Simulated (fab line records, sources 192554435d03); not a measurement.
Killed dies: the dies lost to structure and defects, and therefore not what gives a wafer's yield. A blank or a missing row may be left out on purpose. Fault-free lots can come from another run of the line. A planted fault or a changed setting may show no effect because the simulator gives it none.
8D (eight disciplines) problem report, filled in by code | flow n5_finfet | the parts of the form that need people (team, actions taken, sign-off) are left out

## 1. PROBLEM STATEMENT
Wafers without a fault read 124.9 s, standard deviation 0.36; run_length_s at N5_BEOL_M0_CO_CAP_123 reads a mean of 61.2 s on 3 wafers belonging to 2 lots. So: -99 or more standard deviations from the usual mean.
The step: material Co, precursor CCTBA/H2, target thk 2 nm, time 102.1 s.
Seen first at day 11 10:23 on cvd_co-01, wafer L815.5. The record has a number at this step for 30 wafers belonging to 10 lots. The rule behind "out" and "out of limits": a value lying over 4 standard deviations away from the usual mean. The rest of the wafers with a number are treated as sound.

## 2. WHAT IT IS; WHAT IT IS NOT
question                    | is                     | is not
which readings at this step | run_length_s           | heater_power_w
which lots                  | L812, L815             | L800, L803, L805, L807, L808, L816, L819, L822
which wafers of those lots  | L812.5, L815.5, L815.6 | L812.3, L812.4, L815.3
read on which tools         | cvd_co-01              | cvd_co-02
when                        | from day 11 10:23      | up to then (16 sound wafers); but 11 sound wafers of L812, L816, L819, L822 came after

## 3. SUSPECTS, AND WHAT RULES EACH OUT
Counting: a tool at a process step up to the reading stays a suspect if it ran every lot that is out. Sound lots after the first of them don't rule it out here, since some wafers of a struck lot are sound.
- cvd_co-01 at N5_BEOL_M0_PRE_CLEAN_131 (time 15 s): kept. Every lot that is out went through it, the first being L815 (day 11 10:21); the last sound lot it ran before that was L807 (day 8 02:59).
- cvd_co-01 at N5_BEOL_M0_CO_CAP_123 (material Co, precursor CCTBA/H2, target thk 2 nm, time 102.1 s): kept. Every lot that is out went through it, the first being L815 (day 11 10:23); the last sound lot it ran before that was L807 (day 8 03:02). Out on those wafers are its own readings of run_length_s.
Remaining after the count are cvd_co-01 at N5_BEOL_M0_PRE_CLEAN_131 and cvd_co-01 at N5_BEOL_M0_CO_CAP_123.

## 4. THE CAUSE (what the simulator had put in)
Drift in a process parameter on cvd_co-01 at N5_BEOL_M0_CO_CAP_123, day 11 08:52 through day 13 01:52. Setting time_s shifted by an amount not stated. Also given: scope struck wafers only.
Of the 2 suspects that counting leaves, this tool is one.

## 5. THE CHAIN OF EFFECTS, in route order
Each row: a reading where the mean over the struck wafers with a number is more than 3 standard deviations away from the usual. Scope: only readings with a usual standard deviation given in the record; hours: median across lots of the time from each lot's start at the first step in this table that gives one to its start at this step; sigmas: change in usual standard deviations.
hours | step                    | reading            | usual   | on struck wafers | change | sigmas
0     | N5_BEOL_M0_CO_CAP_123   | run_length_s       | 124.9 s | 61.2             | -63.7  | -99 or more
189   | N5_PASSIVATION_PROBE_49 | killed_at_contacts | 13      | 43               | +30    | +4.2
Here are the process steps it includes:
- N5_BEOL_M0_CO_CAP_123: material Co, precursor CCTBA/H2, target thk 2 nm, time 102.1 s.
- N5_PASSIVATION_PROBE_49
Later measuring or inspecting steps at which every struck wafer that the step has a row for has a number for every such reading, and none has moved that far: N5_BEOL_M4_RC_MEAS_101.

## 6. WHAT WOULD HAVE CAUGHT IT SOONER
2 hours passed between the start of the fault at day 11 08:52 and the first reading out of limits in this record, taken at day 11 10:23.
